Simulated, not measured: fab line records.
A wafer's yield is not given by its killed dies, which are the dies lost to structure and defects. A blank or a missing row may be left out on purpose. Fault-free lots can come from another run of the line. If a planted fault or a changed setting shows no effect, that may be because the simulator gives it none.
Matching of chambers || flow nand-harc || 4 sister chambers for NHARC_A_CHANNEL_HOLE_D1_ETCH_44 on rie-diel-08
The step etches the open film in CF4/O2, target depth 140 nm, overetch 14 nm, time 77 s. 8 wafers are shown with their chamber, then 8 later ones without.

## WAFERS WITH THEIR CHAMBER
{"wafer": "L475.2", "chamber": 2, "drypump-motor-current-A (A)": 6.5, "rf-vpp-V (V)": 198.7}
{"wafer": "L475.5", "chamber": 2, "drypump-motor-current-A (A)": 6.4, "rf-vpp-V (V)": 198.1}
{"wafer": "L486.3", "chamber": 1, "drypump-motor-current-A (A)": 4.9, "rf-vpp-V (V)": 198.7}
{"wafer": "L487.1", "chamber": 3, "drypump-motor-current-A (A)": 6.0, "rf-vpp-V (V)": 196.4}
{"wafer": "L491.1", "chamber": 0, "drypump-motor-current-A (A)": 5.7, "rf-vpp-V (V)": 198.4}
{"wafer": "L491.3", "chamber": 1, "drypump-motor-current-A (A)": 4.8, "rf-vpp-V (V)": 200.9}
{"wafer": "L491.4", "chamber": 3, "drypump-motor-current-A (A)": 5.9, "rf-vpp-V (V)": 195.1}
{"wafer": "L492.1", "chamber": 0, "drypump-motor-current-A (A)": 5.7, "rf-vpp-V (V)": 199.3}

## WAFERS WHOSE CHAMBER IS MISSING
{"wafer": "L492.4", "drypump-motor-current-A (A)": 6.5, "rf-vpp-V (V)": 198.2}
{"wafer": "L492.5", "drypump-motor-current-A (A)": 6.5, "rf-vpp-V (V)": 198.6}
{"wafer": "L493.2", "drypump-motor-current-A (A)": 6.0, "rf-vpp-V (V)": 197.5}
{"wafer": "L493.3", "drypump-motor-current-A (A)": 5.7, "rf-vpp-V (V)": 197.9}
{"wafer": "L493.5", "drypump-motor-current-A (A)": 5.7, "rf-vpp-V (V)": 200.8}
{"wafer": "L494.2", "drypump-motor-current-A (A)": 6.5, "rf-vpp-V (V)": 199.3}
{"wafer": "L494.4", "drypump-motor-current-A (A)": 4.9, "rf-vpp-V (V)": 199.8}
{"wafer": "L494.5", "drypump-motor-current-A (A)": 5.7, "rf-vpp-V (V)": 199.4}

## WHICH CHAMBER EACH WENT THROUGH
{"wafer": "L492.4", "from the rows above": 2, "in truth": 2}
{"wafer": "L492.5", "from the rows above": 2, "in truth": 2}
{"wafer": "L493.2", "from the rows above": 3, "in truth": 3}
{"wafer": "L493.3", "from the rows above": 0, "in truth": 0}
{"wafer": "L493.5", "from the rows above": 0, "in truth": 0}
{"wafer": "L494.2", "from the rows above": 2, "in truth": 2}
{"wafer": "L494.4", "from the rows above": 1, "in truth": 1}
{"wafer": "L494.5", "from the rows above": 0, "in truth": 0}
Correctly placed: 8 of 8. Number that these rows cannot place: 0. Number placed wrongly: 0.
How it was worked out, from the rows above alone: a wafer's distance from a chamber is the root of the sum, over the readings, of the square of ((its reading less the chamber's mean) divided by the reading's scatter). The wafer belongs to the nearest chamber; if the next one is less than 2 further off, it can't be placed. Each chamber's mean is taken over the wafers shown for it. The scatter: the root of (the sum of the squares of (reading less its chamber's mean) over the shown wafers, divided by (wafers less chambers)).
